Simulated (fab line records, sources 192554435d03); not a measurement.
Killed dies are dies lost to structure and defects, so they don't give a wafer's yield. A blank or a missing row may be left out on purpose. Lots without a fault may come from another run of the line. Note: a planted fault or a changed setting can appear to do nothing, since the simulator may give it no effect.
fab line records    flow n5Finfet
[record] lots = 4  wafers = 12  lastDay = 21
route steps=1938 shown MOL_CONTACT_COAG@525 BEOL_M4@1111 PASSIVATION@1936
lots with no fault: from the same line, run without faults
startH: start of the lot's first displayed wafer, in hours after the record's first day    waitH: how many hours have passed since the lot's step before this one    " same as the row above    L1.1+2: a single row standing in for several wafers    - either no value or no given start    * or withheld: withheld    < > ~ a bound
route shown NAME@n: a module of which the file shows steps, and the number in the route of the first    usual: mean and standard deviation over wafers with no fault    same: alike in all rows    chamber/n: place in a boat    sites: the reading at each site    _std_site: the standard deviation of these    _edge_site: the outer-site mean with the inner-site mean subtracted    radiusMm: how far each site lies from the wafer's centre    mask NAME#n: copy n    behind: the most recent tool/chamber to have shaped the wafer    hold: reason for holding the lot/hours on hold/outcome of the hold    device: whichever transistor did not switch (one of n, p or np)    end of line: tests of these same wafers at the route's end    a step given without rows: its recipe and nothing more    killed: count of dies lost to structure and defects at first sort (not the wafer's yield)    map: per-die view of a wafer (x killed, . not killed, _ where there is no die)
set.NAME: the setting that was run; set.NAME@STEP: the one run at that earlier step    model.NAME: the simulator's own value behind a step, which no gauge read
lots seen at some steps along the route; tables by step, rows by wafer
services: the hour from which a tool's chamber was out of use, counted from the record's first day as startH (under 0 if before that day), plus the number of hours and why
[[steps]]
[step N5_MOL_CONTACT_COAG_DEVELOP_07]
[recipe] developTimeS = 30  developer = TMAH  resist = CAR-EUV  rinseLiquid = surfactantRinse  dry = airSpin  devTempC = 23
[step N5_MOL_CONTACT_COAG_DESCUM_13]
[recipe] chemistry = O2  timeS = 7  sourcePowerW = 50  biasPowerW = 20  pressureMtorr = 20  rfFrequencyHz = 2.712e+07  tempC = 40  resist = CAR-EUV  o2FlowSccm = 225
[step N5_MOL_CONTACT_COAG_ETCH_59]
[recipe] chemistry = N2/H2  target = underlayer  targetDepthA = 130  maskMaterial = CAR-EUV  timeS = 10.4  ionEnergyEv = 200  pressureMtorr = 30  sourceW = 840  biasW = 150  n2FlowSccm = 200  h2FlowSccm = 200  ends = cleared
[step N5_MOL_CONTACT_COAG_ETCH_105]
[recipe] chemistry = CF4  target = SiARC  targetDepthA = 156  maskMaterial = CAR-EUV  timeS = 26  ionEnergyEv = 80  pressureMtorr = 40  sourceW = 545  biasW = 36  Ar_flow_sccm = 100  cf4FlowSccm = 100  ends = cleared
[step N5_MOL_CONTACT_COAG_ETCH_106]
[recipe] chemistry = N2/H2  target = SOC  targetDepthA = 800  overetchA = 160  maskMaterial = SiARC  tempC = 40  timeS = 120  ionEnergyEv = 200  pressureMtorr = 30  sourceW = 840  biasW = 150  n2FlowSccm = 200  h2FlowSccm = 200
[step N5_MOL_CONTACT_COAG_STRIP_107]
[recipe] chemistry = N2/H2  tempC = 40  n2FlowSccm = 200  h2FlowSccm = 200  rfFrequencyHz = 6e+07
[step N5_MOL_CONTACT_COAG_STRIP_108]
[recipe] chemistry = N2/H2  tempC = 40  n2FlowSccm = 200  h2FlowSccm = 200  rfFrequencyHz = 6e+07
[step N5_MOL_CONTACT_COAG_CONTACT_ETCH_14]
[recipe] chemistry = C4F6/O2  target = SiO2  targetDepthA = 275  overetchA = 85  maskMaterial = SOC  pressureMtorr = 30  sourceW = 370  biasW = 185  Ar_flow_sccm = 300  C4F6_flow_sccm = 16  O2_flow_sccm = 10  timeS = 20  ionEnergyEv = 259.6
[step N5_MOL_CONTACT_COAG_STRIP_109]
[recipe] chemistry = C4F6/O2  resist = SiARC  rfFrequencyHz = 6e+07
[step N5_MOL_CONTACT_COAG_ETCH_15]
[recipe] chemistry = CH3F/O2  target = SiNx  targetDepthA = 70  maskMaterial = SOC  stopOn = Si:P  overEtchFrac = 0.75  ionEnergyEv = 120  pressureMtorr = 30  sourceW = 395  biasW = 73  Ar_flow_sccm = 150  CH3F_flow_sccm = 30  O2_flow_sccm = 20
[usual] CH3F_flow_sccm = 30.01/0.087  O2_flow_sccm = 20.00/0.056  drypumpMotorCurrentA = 5.7/0.39  oesProductAu = 0.56/0.061  rfVppV = 297.7/3  showerheadPlenumPTorr = 2.01/0.076  throttleValvePct = 16.42/0.13
lot.wafer  tool        chamber  startH  waitH  CH3F_flow_sccm  O2_flow_sccm  drypumpMotorCurrentA  oesProductAu  rfHoursCounterH  rfVppV  showerheadPlenumPTorr  throttleValvePct  model.SOC_of_MOL_CONTACT_COAG_COAT_103.thkNm
L619.1     rieDiel-04  2        99.60   0.0    29.90           19.94         5.2                   0.53          180              294.1   1.99                   16.43             75.2
L619.3     "           1        "       "      30.03           19.99         5.6                   0.71          11               297.3   1.96                   16.34             75.2
L619.6     "           3        "       "      30.01           19.91         5.1                   0.53          -                298.5   2.06                   16.45             75
L635.4     rieDiel-02  1        188.69  0.0    -               -             -                     -             -                -       -                      -                 78.8
L635.5     "           1        "       "      -               -             -                     -             -                -       -                      -                 78.6
L635.6     "           2        "       "      -               -             -                     -             -                -       -                      -                 78.8
L636.3     rieDiel-04  3        197.69  0.0    -               -             -                     -             -                -       -                      -                 78.8
L636.4     "           2        "       "      -               -             -                     -             -                -       -                      -                 78.6
L636.6     "           0        "       "      -               -             -                     -             -                -       -                      -                 78.8
L640.1     rieDiel-02  3        221.88  0.0    30.09           20.10         5.6                   0.56          160              296.2   1.91                   16.53             75.4
L640.2     "           2        "       "      29.94           20.12         5.6                   0.58          111              302.0   2.09                   16.41             75.6
L640.5     "           1        "       "      29.91           20.00         5.8                   0.54          -                295.1   2.07                   16.38             75.2
[step N5_MOL_CONTACT_COAG_ETCH_110]
[recipe] chemistry = CF4/O2  target = Si  targetDepthA = 25  timeS = 8  pressureMtorr = 100  sourceW = 200  biasW = 12  ionEnergyEv = 60  Ar_flow_sccm = 100  cf4FlowSccm = 100  O2_flow_sccm = 10
[usual] O2_flow_sccm = 10.00/0.033  biasW = 11.99/0.033  drypumpMotorCurrentA = 5.7/0.4  oesProductAu = 0.77/0.086  rfVppV = 127.6/1.6  showerheadPlenumPTorr = 2.23/0.08  throttleValvePct = 10.85/0.19
lot.wafer  tool        chamber  startH  waitH  O2_flow_sccm  biasW  drypumpMotorCurrentA  oesProductAu  rfHoursCounterH  rfVppV  showerheadPlenumPTorr  throttleValvePct  model.SOC_of_MOL_CONTACT_COAG_COAT_103.thkNm
L619.1     rieDiel-04  2        99.66   0.0    10.02         12.03  5.2                   0.72          180              126.2   2.21                   10.90             73.8
L619.3     "           1        "       "      9.97          11.98  5.6                   0.96          11               126.4   2.18                   10.59             73.6
L619.6     "           3        "       "      9.99          12.00  5.1                   0.71          -                128.3   2.29                   10.98             73.4
L635.4     rieDiel-02  1        188.75  0.0    9.99          12.05  5.8                   0.74          171              126.2   2.30                   10.83             77.2
L635.5     "           1        "       "      10.00         12.03  5.8                   0.74          -                127.2   2.30                   10.85             77
L635.6     "           2        "       "      9.94          11.99  5.7                   0.80          -                130.5   2.32                   10.75             77.2
L636.3     rieDiel-04  3        197.75  0.0    10.06         12.03  5.1                   0.69          244              127.3   2.27                   11.11             77.2
L636.4     "           2        "       "      10.01         12.00  5.2                   0.70          219              125.5   2.20                   10.99             77
L636.6     "           0        "       "      9.96          12.03  6.1                   0.96          -                129.3   2.36                   10.43             77.2
L640.1     rieDiel-02  3        221.94  0.0    9.99          11.97  5.7                   0.75          160              127.2   2.13                   10.95             74
L640.2     "           2        "       "      9.97          11.97  5.7                   0.79          111              130.2   2.32                   10.78             74.2
L640.5     "           1        "       "      9.96          11.99  5.7                   0.72          -                126.6   2.30                   10.85             73.8
[step N5_MOL_CONTACT_COAG_STRIP_98]
[recipe] chemistry = N2/H2  powerW = 500  tempC = 40  pressureMtorr = 50  rfFrequencyHz = 6e+07  overashFraction = 0.3  biasPowerW = 8  h2Frac = 0.5  n2FlowSccm = 300  h2FlowSccm = 300
[step N5_MOL_CONTACT_COAG_CD_MEAS_99]
[recipe] targetCdNm = 17.2  polarity = opening
[usual] cdNm = 17.16/0.3
lot.wafer  tool      chamber  startH  waitH  cdNm
L619.1     cdSem-01  -        99.79   -      16.69
L619.3     "         -        "       "      17.17
L619.6     "         -        "       "      17.00
L635.4     cdSem-02  -        188.87  -      -
L635.5     "         -        "       "      -
L635.6     "         -        "       "      -
L636.3     cdSem-03  -        197.87  -      -
L636.4     "         -        "       "      -
L636.6     "         -        "       "      -
L640.1     cdSem-01  -        222.06  -      17.43
L640.2     "         -        "       "      17.50
L640.5     "         -        "       "      17.09
[step N5_MOL_CONTACT_COAG_IMPLANT_129]
[recipe] species = Ge  energyKev = 3  doseCm2 = 6e+14  tiltDeg = 0  rotationDeg = 0
[step N5_BEOL_M4_RC_MEAS_101]
[usual] DIBL_N = 36.3/1.1  DIBL_P = 36.3/1.4  IOFF_N = 0.155/0.019  IOFF_P = 0.211/0.027  ION_N = 672/8.5  ION_P = 462/5.8  SS_N = 71.5/0.56  SS_P = 73.3/0.52  VT_N = 249.9/2.5  VT_P = -249.8/2.8
lot.wafer  tool       chamber  startH  waitH  DIBL_N[mV/V]  DIBL_P[mV/V]  IOFF_N[nA/um]  IOFF_P[nA/um]  ION_N[uA/um]  ION_P[uA/um]  SS_N[mV/dec]  SS_P[mV/dec]  VT_N[mV]  VT_P[mV]
L619.1     prober-01  0        210.04  0.0    35.1          36.2          0.143          0.197          664           453           71.6          72.3          253.7     -249.6
L619.3     "          0        "       "      35.3          36.1          0.152          0.196          681           460           72.1          73.4          248.7     -252.2
L619.6     "          0        "       "      38.4          40.2          0.228          0.288          693           467           71.9          74.4          246.0     -245.8
L640.1     prober-01  0        400.81  0.0    36.4          35.7          0.167          0.213          677           456           72.0          73.1          249.3     -249.3
L640.2     "          0        "       "      35.8          35.1          0.154          0.208          673           455           72.6          73.7          249.8     -249.9
L640.5     "          0        "       "      35.6          34.6          0.155          0.197          673           460           72.1          73.2          248.3     -250.5
[step N5_PASSIVATION_PROBE_49]
[usual] defectLimitedYield = 91.4/1.2  killed_at_M0_to_M3 = 34/10  killed_at_M4_up = 14/5.1  killedAtContacts = 12/6.4  killedAtFrontEnd = 38/9.3  killedAtOther = 4/3  killedDies = 102/15  killedOnRim = 13/3.6  killedOpen = 67/12  killedShort = 33/6.9  sort_bin_5_function = 5.0/0.86  sort_bin_6_memory = 3.2/0.58  sortNPass = 1078/15  sortYieldPct = 91.4/1.2
[same] grossDies = 1180  killedAtBackSide = 0  sort_bin_4_leakage[%] = 0  sort_bin_8_speed[%] = 0
lot.wafer  tool       chamber  startH  waitH  defectLimitedYield[%]  killed_at_M0_to_M3  killed_at_M4_up  killedAtContacts  killedAtFrontEnd  killedAtOther  killedDies  killedOnRim  killedOpen  killedShort  sort_bin_5_function[%]  sort_bin_6_memory[%]  sortNPass  sortYieldPct[%]
L635.4     prober-01  -        485.69  0.2    0                      23                  15               1104              37                1              1180        152          46          34           97.5                    2.1                   0          0
L635.5     prober-01  -        485.74  0.2    0                      37                  20               1075              44                4              1180        152          73          33           96.8                    2.7                   0          0
L635.6     prober-01  -        485.79  0.3    0                      18                  16               1107              34                5              1180        152          47          28           97.0                    2.8                   0          0
L636.3     prober-01  -        498.58  0.1    0                      26                  24               1097              32                1              1180        152          59          26           96.7                    2.8                   0          0
L636.4     prober-01  -        498.63  0.2    0                      47                  17               1070              46                0              1180        152          88          27           96.4                    3.5                   0          0
L636.6     prober-01  -        498.73  0.3    0                      42                  25               1067              44                2              1180        152          72          42           95.6                    3.6                   0          0
// killed by level:class
L635.4 MOL_CONTACT_COAG:areaEtch=1099 FIN_SAQP:geometricParticle:short=8 BEOL_M0_SAQP:geometricParticle:short=8 DUMMY_GATE:geometricParticle:open=6 FIN_SAQP:geometricParticle:open=5 BEOL_M4:geometricParticle:open=5 BEOL_M3:geometricParticle:open=5 BEOL_M2:geometricParticle:open=5
L635.5 MOL_CONTACT_COAG:areaEtch=1070 STI_FIN_REVEAL:geometricParticle:open=12 FIN_SAQP:geometricParticle:open=9 BEOL_M0_SAQP:geometricParticle:short=9 BEOL_M2:geometricParticle:open=9 BEOL_M4:geometricParticle:open=9 BEOL_M0_SAQP:geometricParticle:open=8 FIN_SAQP:geometricParticle:short=7
L635.6 MOL_CONTACT_COAG:areaEtch=1103 BEOL_M4:geometricParticle:open=9 FIN_SAQP:geometricParticle:open=5 FIN_SAQP:geometricParticle:short=5 FIN_CUT:geometricParticle:short=4 BEOL_M2:geometricParticle:open=4 BEOL_M0_SAQP:geometricParticle:open=4 FIN_CUT:geometricParticle:open=3
L636.3 MOL_CONTACT_COAG:areaEtch=1094 STI_FIN_REVEAL:geometricParticle:open=10 BEOL_M4:geometricParticle:open=10 BEOL_M0_SAQP:geometricParticle:open=8 BEOL_M0_SAQP:geometricParticle:short=7 DUMMY_GATE:geometricParticle:open=7 STI_FIN_REVEAL:geometricParticle:short=4 BEOL_M2:geometricParticle:open=4
L636.4 MOL_CONTACT_COAG:areaEtch=1059 STI_FIN_REVEAL:geometricParticle:open=21 BEOL_M3:geometricParticle:open=20 BEOL_M0_SAQP:geometricParticle:open=12 STI_FIN_REVEAL:geometricParticle:short=8 MOL_CONTACT_COAG:geometricParticle:open=8 BEOL_M15:coatMicrobubblePrinted=5 FIN_SAQP:geometricParticle:open=4
L636.6 MOL_CONTACT_COAG:areaEtch=1062 BEOL_M0_SAQP:geometricParticle:short=11 STI_FIN_REVEAL:geometricParticle:open=7 DUMMY_GATE:geometricParticle:open=7 BEOL_M0_SAQP:geometricParticle:open=7 BEOL_M1:geometricParticle:open=7 BEOL_M4:geometricParticle:open=7 GATE_CUT:geometricParticle:open=6
// map L635.4 (x killed, . not)
_________________xxxxxxxxxxxx________________
______________xxxxxxxxxxxxxxxxxx_____________
___________xxxxxxxxxxxxxxxxxxxxxxxx__________
__________xxxxxxxxxxxxxxxxxxxxxxxxxx_________
________xxxxxxxxxxxxxxxxxxxxxxxxxxxxxx_______
_______xxxxxxxxxxxxxxxxxxxxxxxxxxxxxxxx______
______xxxxxxxxxxxxxxxxxxxxxxxxxxxxxxxxxx_____
_____xxxxxxxxxxxxxxxxxxxxxxxxxxxxxxxxxxxx____
____xxxxxxxxxxxxxxxxxxxxxxxxxxxxxxxxxxxxxx___
___xxxxxxxxxxxxxxxxxxxxxxxxxxxxxxxxxxxxxxxx__
___xxxxxxxxxxxxxxxxxxxxxxxxxxxxxxxxxxxxxxxx__
__xxxxxxxxxxxxxxxxxxxxxxxxxxxxxxxxxxxxxxxxxx_
__xxxxxxxxxxxxxxxxxxxxxxxxxxxxxxxxxxxxxxxxxx_
_xxxxxxxxxxxxxxxxxxxxxxxxxxxxxxxxxxxxxxxxxxxx
_xxxxxxxxxxxxxxxxxxxxxxxxxxxxxxxxxxxxxxxxxxxx
_xxxxxxxxxxxxxxxxxxxxxxxxxxxxxxxxxxxxxxxxxxxx
_xxxxxxxxxxxxxxxxxxxxxxxxxxxxxxxxxxxxxxxxxxxx
_xxxxxxxxxxxxxxxxxxxxxxxxxxxxxxxxxxxxxxxxxxxx
_xxxxxxxxxxxxxxxxxxxxxxxxxxxxxxxxxxxxxxxxxxxx
_xxxxxxxxxxxxxxxxxxxxxxxxxxxxxxxxxxxxxxxxxxxx
_xxxxxxxxxxxxxxxxxxxxxxxxxxxxxxxxxxxxxxxxxxxx
__xxxxxxxxxxxxxxxxxxxxxxxxxxxxxxxxxxxxxxxxxx_
__xxxxxxxxxxxxxxxxxxxxxxxxxxxxxxxxxxxxxxxxxx_
___xxxxxxxxxxxxxxxxxxxxxxxxxxxxxxxxxxxxxxxx__
___xxxxxxxxxxxxxxxxxxxxxxxxxxxxxxxxxxxxxxxx__
____xxxxxxxxxxxxxxxxxxxxxxxxxxxxxxxxxxxxxx___
_____xxxxxxxxxxxxxxxxxxxxxxxxxxxxxxxxxxxx____
______xxxxxxxxxxxxxxxxxxxxxxxxxxxxxxxxxx_____
_______xxxxxxxxxxxxxxxxxxxxxxxxxxxxxxxx______
________xxxxxxxxxxxxxxxxxxxxxxxxxxxxxx_______
__________xxxxxxxxxxxxxxxxxxxxxxxxxx_________
___________xxxxxxxxxxxxxxxxxxxxxxxx__________
______________xxxxxxxxxxxxxxxxxx_____________
_________________xxxxxxxxxxxx________________
// map L636.3 (x killed, . not)
_________________xxxxxxxxxxxx________________
______________xxxxxxxxxxxxxxxxxx_____________
___________xxxxxxxxxxxxxxxxxxxxxxxx__________
__________xxxxxxxxxxxxxxxxxxxxxxxxxx_________
________xxxxxxxxxxxxxxxxxxxxxxxxxxxxxx_______
_______xxxxxxxxxxxxxxxxxxxxxxxxxxxxxxxx______
______xxxxxxxxxxxxxxxxxxxxxxxxxxxxxxxxxx_____
_____xxxxxxxxxxxxxxxxxxxxxxxxxxxxxxxxxxxx____
____xxxxxxxxxxxxxxxxxxxxxxxxxxxxxxxxxxxxxx___
___xxxxxxxxxxxxxxxxxxxxxxxxxxxxxxxxxxxxxxxx__
___xxxxxxxxxxxxxxxxxxxxxxxxxxxxxxxxxxxxxxxx__
__xxxxxxxxxxxxxxxxxxxxxxxxxxxxxxxxxxxxxxxxxx_
__xxxxxxxxxxxxxxxxxxxxxxxxxxxxxxxxxxxxxxxxxx_
_xxxxxxxxxxxxxxxxxxxxxxxxxxxxxxxxxxxxxxxxxxxx
_xxxxxxxxxxxxxxxxxxxxxxxxxxxxxxxxxxxxxxxxxxxx
_xxxxxxxxxxxxxxxxxxxxxxxxxxxxxxxxxxxxxxxxxxxx
_xxxxxxxxxxxxxxxxxxxxxxxxxxxxxxxxxxxxxxxxxxxx
_xxxxxxxxxxxxxxxxxxxxxxxxxxxxxxxxxxxxxxxxxxxx
_xxxxxxxxxxxxxxxxxxxxxxxxxxxxxxxxxxxxxxxxxxxx
_xxxxxxxxxxxxxxxxxxxxxxxxxxxxxxxxxxxxxxxxxxxx
_xxxxxxxxxxxxxxxxxxxxxxxxxxxxxxxxxxxxxxxxxxxx
__xxxxxxxxxxxxxxxxxxxxxxxxxxxxxxxxxxxxxxxxxx_
__xxxxxxxxxxxxxxxxxxxxxxxxxxxxxxxxxxxxxxxxxx_
___xxxxxxxxxxxxxxxxxxxxxxxxxxxxxxxxxxxxxxxx__
___xxxxxxxxxxxxxxxxxxxxxxxxxxxxxxxxxxxxxxxx__
____xxxxxxxxxxxxxxxxxxxxxxxxxxxxxxxxxxxxxx___
_____xxxxxxxxxxxxxxxxxxxxxxxxxxxxxxxxxxxx____
______xxxxxxxxxxxxxxxxxxxxxxxxxxxxxxxxxx_____
_______xxxxxxxxxxxxxxxxxxxxxxxxxxxxxxxx______
________xxxxxxxxxxxxxxxxxxxxxxxxxxxxxx_______
__________xxxxxxxxxxxxxxxxxxxxxxxxxx_________
___________xxxxxxxxxxxxxxxxxxxxxxxx__________
______________xxxxxxxxxxxxxxxxxx_____________
_________________xxxxxxxxxxxx________________
[[services]]
tool        chamber  startH  hours  kind
rieDiel-04  3        81.15   6.9    repair
rieDiel-04  0        157.01  -      clean
rieDiel-04  0        157.01  -      consumableReplace:focusRing
rieDiel-04  0        157.01  -      consumableReplace:showerhead
rieDiel-04  0        157.01  20.0   scheduledDown
rieDiel-04  0        157.01  20.0   ventCycle
rieDiel-04  3        212.32  -      clean
rieDiel-04  3        212.32  -      consumableReplace:focusRing
rieDiel-04  3        212.32  13.7   scheduledDown
rieDiel-04  3        212.32  13.7   ventCycle
[[key]]
[firstSign] step = N5_MOL_CONTACT_COAG_ETCH_15  reading = toolRecord  direction = missing
[effect] step = N5_MOL_CONTACT_COAG_CD_MEAS_99  reading = cdNm  direction = missing
[effect] step = N5_PASSIVATION_PROBE_49  reading = killedAtContacts  direction = up  sigmas = 99+  usual = 12  struck = 1087
[modelEffect] step = N5_MOL_CONTACT_COAG_ETCH_15  value = SOC_of_MOL_CONTACT_COAG_COAT_103.thkNm  without = 75.33  struck = 78.73
[modelEffect] step = N5_MOL_CONTACT_COAG_ETCH_110  value = SOC_of_MOL_CONTACT_COAG_COAT_103.thkNm  without = 73.87  struck = 77.13
[moreKillsBornAt] N5_MOL_CONTACT_COAG_ETCH_15@rieDiel-02 = 3272  N5_MOL_CONTACT_COAG_ETCH_15@rieDiel-04 = 3215
metAt N5_MOL_CONTACT_COAG_ETCH_15
struckWafers L635.4,L635.5,L635.6,L636.3,L636.4,L636.6
laterRowsLeftOut L635.4,L635.5,L635.6,L636.3,L636.4,L636.6
onsetBetween 99.60 188.69
[fault] kind = skippedStepWhole  tool = rieDiel-02,rieDiel-04  chamber = -  onsetH = 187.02  steps = N5_MOL_CONTACT_COAG_ETCH_15  scope = struckLotsOnly
// laterRowsLeftOut: the simulator's readings of these wafers behind a module that went badly wrong aren't trusted and aren't shown, but for the sort
